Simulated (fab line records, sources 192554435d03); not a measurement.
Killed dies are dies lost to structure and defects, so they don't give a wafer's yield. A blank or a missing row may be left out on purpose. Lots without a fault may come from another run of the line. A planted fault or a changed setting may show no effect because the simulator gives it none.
Which tool did it? | flow n5_finfet | 24 lots, 72 wafers sampled, at 6 steps of a route of 1938

WHAT THE GAUGES READ, wafer by wafer
N5_BEOL_M5_INSPECT_13: inspects for defects (brightfield).
lot  | measured     | on                | raw_defect_count
L074 | day 8 00:25  | defect_inspect-01 | 341 340 326
L075 | day 8 01:05  | defect_inspect-01 | 333 298 412
L076 | day 8 14:47  | defect_inspect-01 | 554 488 500
L077 | day 8 17:31  | defect_inspect-01 | 512 518 525
L078 | day 9 03:53  | defect_inspect-02 | 306 542 360
L080 | day 9 06:59  | defect_inspect-02 | 466 594 613
L079 | day 9 10:08  | defect_inspect-01 | 381 401 382
L081 | day 9 16:58  | defect_inspect-02 | 523 418 538
L082 | day 9 19:25  | defect_inspect-01 | 407 499 453
L083 | day 10 09:17 | defect_inspect-02 | 341 256 372
L084 | day 10 17:17 | defect_inspect-01 | 452 382 450
L086 | day 10 20:37 | defect_inspect-02 | 510 432 614
L085 | day 10 23:55 | defect_inspect-02 | 509 519 697
L087 | day 11 09:48 | defect_inspect-02 | 518 509 654
L088 | day 11 20:52 | defect_inspect-02 | 392 440 434
L089 | day 11 20:53 | defect_inspect-01 | 359 496 379
L090 | day 11 20:56 | defect_inspect-01 | 286 390 315
L091 | day 12 12:42 | defect_inspect-01 | 412 315 410
L092 | day 12 15:57 | defect_inspect-02 | 366 449 677
L093 | day 12 19:56 | defect_inspect-02 | 348 320 396
L094 | day 13 00:49 | defect_inspect-02 | 505 321 364
L095 | day 13 04:31 | defect_inspect-02 | 342 420 297
L096 | day 13 16:15 | defect_inspect-01 | 482 353 465
L097 | day 13 17:53 | defect_inspect-01 | 444 315 492

N5_BEOL_M5_CD_MEAS_35: target cd 28 nm, target cd y 24 nm.
lot  | measured     | on        | cd_nm (nm)
L074 | day 8 02:01  | cd_sem-02 | 27.9 28.2 27.5
L075 | day 8 02:35  | cd_sem-02 | 28.0 28.1 27.8
L076 | day 8 16:23  | cd_sem-03 | 28.2 28.3 28.2
L077 | day 8 19:25  | cd_sem-02 | 28.0 28.1 28.1
L078 | day 9 05:29  | cd_sem-01 | 28.2 28.5 28.0
L080 | day 9 09:28  | cd_sem-01 | 27.5 27.5 27.1
L079 | day 9 12:53  | cd_sem-01 | 28.3 28.5 28.5
L081 | day 9 18:44  | cd_sem-02 | 27.6 28.1 28.0
L082 | day 9 20:56  | cd_sem-02 | 28.0 28.5 28.4
L083 | day 10 11:02 | cd_sem-02 | 27.3 27.9 26.9
L084 | day 10 20:48 | cd_sem-01 | 27.4 27.6 27.6
L086 | day 10 22:14 | cd_sem-01 | 28.1 28.0 27.7
L085 | day 11 02:08 | cd_sem-02 | 27.8 27.7 27.7
L087 | day 11 11:20 | cd_sem-02 | 28.6 28.1 28.2
L088 | day 11 23:44 | cd_sem-03 | 27.5 27.6 27.9
L089 | day 11 23:55 | cd_sem-02 | 28.0 28.5 28.4
L090 | day 11 23:58 | cd_sem-02 | 28.1 27.7 27.8
L091 | day 12 14:22 | cd_sem-02 | 27.8 27.5 27.7
L092 | day 12 18:41 | cd_sem-02 | 28.0 28.2 27.9
L093 | day 13 00:02 | cd_sem-01 | 28.2 28.4 28.3
L094 | day 13 03:57 | cd_sem-01 | 27.9 27.8 27.9
L095 | day 13 05:59 | cd_sem-02 | 27.4 28.1 27.5
L096 | day 13 17:58 | cd_sem-02 | 27.7 28.1 27.6
L097 | day 13 19:28 | cd_sem-02 | 28.6 28.2 28.1

WHICH TOOL RAN EACH LOT (tool, then ch and the chambers of the sampled wafers, then the start)
lot  | N5_BEOL_M4_HM_DEP_02         | N5_BEOL_M4_SPUTTER_48        | N5_BEOL_M4_ANNEAL_95         | N5_BEOL_M5_CURE_79
L074 | pvd_sputter-03, day 7 10:19  | pvd_sputter-01, day 7 18:26  | pvd_sputter-01, day 7 20:04  | uv_cure-03 ch 2, day 7 22:29
L075 | pvd_sputter-01, day 7 10:29  | pvd_sputter-03, day 7 18:58  | pvd_sputter-03, day 7 20:35  | uv_cure-01 ch 0, day 7 23:23
L076 | pvd_sputter-02, day 8 00:49  | pvd_sputter-01, day 8 08:47  | pvd_sputter-01, day 8 10:25  | uv_cure-03 ch 0, day 8 12:52
L077 | pvd_sputter-03, day 8 01:37  | pvd_sputter-01, day 8 11:38  | pvd_sputter-01, day 8 13:15  | uv_cure-02 ch 1, day 8 15:35
L078 | pvd_sputter-02, day 8 17:16  | pvd_sputter-03, day 8 22:05  | pvd_sputter-03, day 8 23:43  | uv_cure-03 ch 1, day 9 02:00
L080 | pvd_sputter-02, day 8 19:56  | pvd_sputter-01, day 9 01:20  | pvd_sputter-01, day 9 02:58  | uv_cure-02 ch 0, day 9 05:41
L079 | pvd_sputter-02, day 8 23:33  | pvd_sputter-01, day 9 04:52  | pvd_sputter-01, day 9 06:29  | uv_cure-01 ch 1, day 9 08:44
L081 | pvd_sputter-01, day 9 06:52  | pvd_sputter-02, day 9 10:25  | pvd_sputter-02, day 9 12:02  | uv_cure-02 ch 2, day 9 14:22
L082 | pvd_sputter-01, day 9 09:17  | pvd_sputter-03, day 9 14:11  | pvd_sputter-03, day 9 15:48  | uv_cure-02 ch 2, day 9 18:04
L083 | pvd_sputter-01, day 9 18:39  | pvd_sputter-01, day 10 03:45 | pvd_sputter-01, day 10 05:22 | uv_cure-03 ch 2, day 10 07:48
L084 | pvd_sputter-03, day 10 01:48 | pvd_sputter-02, day 10 11:08 | pvd_sputter-02, day 10 12:46 | uv_cure-03 ch 0, day 10 15:35
L086 | pvd_sputter-02, day 10 08:46 | pvd_sputter-02, day 10 14:35 | pvd_sputter-02, day 10 16:12 | uv_cure-03 ch 1, day 10 18:41
L085 | pvd_sputter-02, day 10 13:55 | pvd_sputter-01, day 10 17:29 | pvd_sputter-01, day 10 19:06 | uv_cure-03 ch 0, day 10 21:27
L087 | pvd_sputter-03, day 10 19:51 | pvd_sputter-02, day 11 03:43 | pvd_sputter-02, day 11 05:20 | uv_cure-02 ch 2, day 11 07:47
L088 | pvd_sputter-01, day 10 23:35 | pvd_sputter-03, day 11 11:22 | pvd_sputter-03, day 11 12:59 | uv_cure-03 ch 0, day 11 15:16
L089 | pvd_sputter-03, day 11 02:16 | pvd_sputter-03, day 11 14:28 | pvd_sputter-03, day 11 16:05 | uv_cure-03 ch 2, day 11 18:22
L090 | pvd_sputter-03, day 11 10:23 | pvd_sputter-02, day 11 14:44 | pvd_sputter-02, day 11 16:22 | uv_cure-01 ch 2, day 11 18:43
L091 | pvd_sputter-01, day 11 23:15 | pvd_sputter-02, day 12 06:47 | pvd_sputter-02, day 12 08:25 | uv_cure-02 ch 2, day 12 11:04
L092 | pvd_sputter-02, day 12 00:29 | pvd_sputter-03, day 12 10:04 | pvd_sputter-03, day 12 11:41 | uv_cure-02 ch 1, day 12 14:04
L093 | pvd_sputter-02, day 12 05:49 | pvd_sputter-02, day 12 13:38 | pvd_sputter-02, day 12 15:15 | uv_cure-01 ch 2, day 12 18:02
L094 | pvd_sputter-01, day 12 11:54 | pvd_sputter-01, day 12 16:23 | pvd_sputter-01, day 12 18:01 | uv_cure-01 ch 1, day 12 20:23
L095 | pvd_sputter-03, day 12 15:29 | pvd_sputter-01, day 12 21:56 | pvd_sputter-01, day 12 23:33 | uv_cure-01 ch 0, day 13 01:57
L096 | pvd_sputter-01, day 13 00:19 | pvd_sputter-01, day 13 09:36 | pvd_sputter-01, day 13 11:13 | uv_cure-02 ch 2, day 13 13:34
L097 | pvd_sputter-01, day 13 00:25 | pvd_sputter-02, day 13 12:53 | pvd_sputter-02, day 13 14:31 | uv_cure-03 ch 0, day 13 16:47
- N5_BEOL_M4_HM_DEP_02: deposits TiN, target thk 20 nm.
- N5_BEOL_M4_SPUTTER_48: material Cu, target thk 4.5 nm, time 8.29 s.
- N5_BEOL_M4_ANNEAL_95: time 240 s.
- N5_BEOL_M5_CURE_79: cures SiCOH lowk, time 240 s.

WHAT THE TOOLS THEMSELVES READ (means of the sampled wafers that have a number; where no wafer has one, the mark that the record gives instead)
N5_BEOL_M4_HM_DEP_02.
lot  | tool           | throttle_valve_pct (%)
L074 | pvd_sputter-03 | 31.3
L075 | pvd_sputter-01 | 31.1
L076 | pvd_sputter-02 | 29.5
L077 | pvd_sputter-03 | 30.9
L078 | pvd_sputter-02 | 30.0
L080 | pvd_sputter-02 | 29.5
L079 | pvd_sputter-02 | 29.6
L081 | pvd_sputter-01 | 29.8
L082 | pvd_sputter-01 | 29.9
L083 | pvd_sputter-01 | 29.7
L084 | pvd_sputter-03 | 30.9
L086 | pvd_sputter-02 | 28.5
L085 | pvd_sputter-02 | 28.5
L087 | pvd_sputter-03 | 29.9
L088 | pvd_sputter-01 | 29.8
L089 | pvd_sputter-03 | 30.7
L090 | pvd_sputter-03 | 30.1
L091 | pvd_sputter-01 | 30.3
L092 | pvd_sputter-02 | 28.8
L093 | pvd_sputter-02 | 28.8
L094 | pvd_sputter-01 | 29.9
L095 | pvd_sputter-03 | 30.1
L096 | pvd_sputter-01 | 30.3
L097 | pvd_sputter-01 | 30.3

N5_BEOL_M4_SPUTTER_48.
lot  | tool           | throttle_valve_pct (%)
L074 | pvd_sputter-01 | 30.6
L075 | pvd_sputter-03 | 30.2
L076 | pvd_sputter-01 | 31.0
L077 | pvd_sputter-01 | 30.3
L078 | pvd_sputter-03 | 29.9
L080 | pvd_sputter-01 | 29.8
L079 | pvd_sputter-01 | 30.4
L081 | pvd_sputter-02 | 28.3
L082 | pvd_sputter-03 | 30.6
L083 | pvd_sputter-01 | 29.7
L084 | pvd_sputter-02 | 29.5
L086 | pvd_sputter-02 | 28.5
L085 | pvd_sputter-01 | 30.5
L087 | pvd_sputter-02 | 29.7
L088 | pvd_sputter-03 | 30.8
L089 | pvd_sputter-03 | 31.4
L090 | pvd_sputter-02 | 28.0
L091 | pvd_sputter-02 | 29.7
L092 | pvd_sputter-03 | 30.8
L093 | pvd_sputter-02 | 28.5
L094 | pvd_sputter-01 | 29.9
L095 | pvd_sputter-01 | 29.9
L096 | pvd_sputter-01 | 30.0
L097 | pvd_sputter-02 | 29.3

N5_BEOL_M4_ANNEAL_95.
lot  | tool           | heater_power_w (W)
L074 | pvd_sputter-01 | 803
L075 | pvd_sputter-03 | 840
L076 | pvd_sputter-01 | 806
L077 | pvd_sputter-01 | 788
L078 | pvd_sputter-03 | 749
L080 | pvd_sputter-01 | 811
L079 | pvd_sputter-01 | 784
L081 | pvd_sputter-02 | 777
L082 | pvd_sputter-03 | 810
L083 | pvd_sputter-01 | 806
L084 | pvd_sputter-02 | 773
L086 | pvd_sputter-02 | 774
L085 | pvd_sputter-01 | 816
L087 | pvd_sputter-02 | 768
L088 | pvd_sputter-03 | 764
L089 | pvd_sputter-03 | 886
L090 | pvd_sputter-02 | 775
L091 | pvd_sputter-02 | 751
L092 | pvd_sputter-03 | 839
L093 | pvd_sputter-02 | 753
L094 | pvd_sputter-01 | 793
L095 | pvd_sputter-01 | 841
L096 | pvd_sputter-01 | 841
L097 | pvd_sputter-02 | 793

N5_BEOL_M5_CURE_79.
lot  | tool       | lamp_power_pct (%) | wafer_temp_C_max
L074 | uv_cure-03 | 52.31              | 387.3
L075 | uv_cure-01 | 52.32              | 387.0
L076 | uv_cure-03 | 52.33              | 387.3
L077 | uv_cure-02 | 52.31              | 386.4
L078 | uv_cure-03 | 52.31              | 386.4
L080 | uv_cure-02 | 52.31              | 386.2
L079 | uv_cure-01 | 52.31              | 387.3
L081 | uv_cure-02 | 52.34              | 385.9
L082 | uv_cure-02 | 52.32              | 386.2
L083 | uv_cure-03 | 52.34              | 387.6
L084 | uv_cure-03 | 52.27              | 386.6
L086 | uv_cure-03 | 52.29              | 386.4
L085 | uv_cure-03 | 52.33              | 386.7
L087 | uv_cure-02 | 52.35              | 386.1
L088 | uv_cure-03 | 52.27              | 387.5
L089 | uv_cure-03 | 52.28              | 386.8
L090 | uv_cure-01 | 52.34              | 386.3
L091 | uv_cure-02 | 52.34              | 386.3
L092 | uv_cure-02 | 52.28              | 386.0
L093 | uv_cure-01 | 52.29              | 386.1
L094 | uv_cure-01 | 52.29              | 387.7
L095 | uv_cure-01 | 52.35              | 387.2
L096 | uv_cure-02 | 52.30              | 386.2
L097 | uv_cure-03 | 52.27              | 386.8

THE ANSWER, worked out from the rows above alone
Rule: what is usual is taken from the lots themselves. Put in order of their means at a reading, lots are off if they are a third of the lots or fewer, leave a main group of 4 or more, and stand apart from it by a gap of 3 or more times the standard deviation of the main group's means; of several such gaps the widest counts. A main group whose means are all the same, to the digits that the tables above print for the reading, isn't used. A lot without any number at a reading at which 4 lots or more have one is off too. The other lots that the step has rows for count as sound. The gauges are gone through in route order, then the tools' own readings, and for those a lot's mean is taken as printed above. The first step at which some lot is off is used, and at that step the reading that is off furthest; a lot without a number counts as furthest.
No lot is off at any reading shown: from this, nothing can be told.

WHAT THE SIMULATOR HAD PUT IN
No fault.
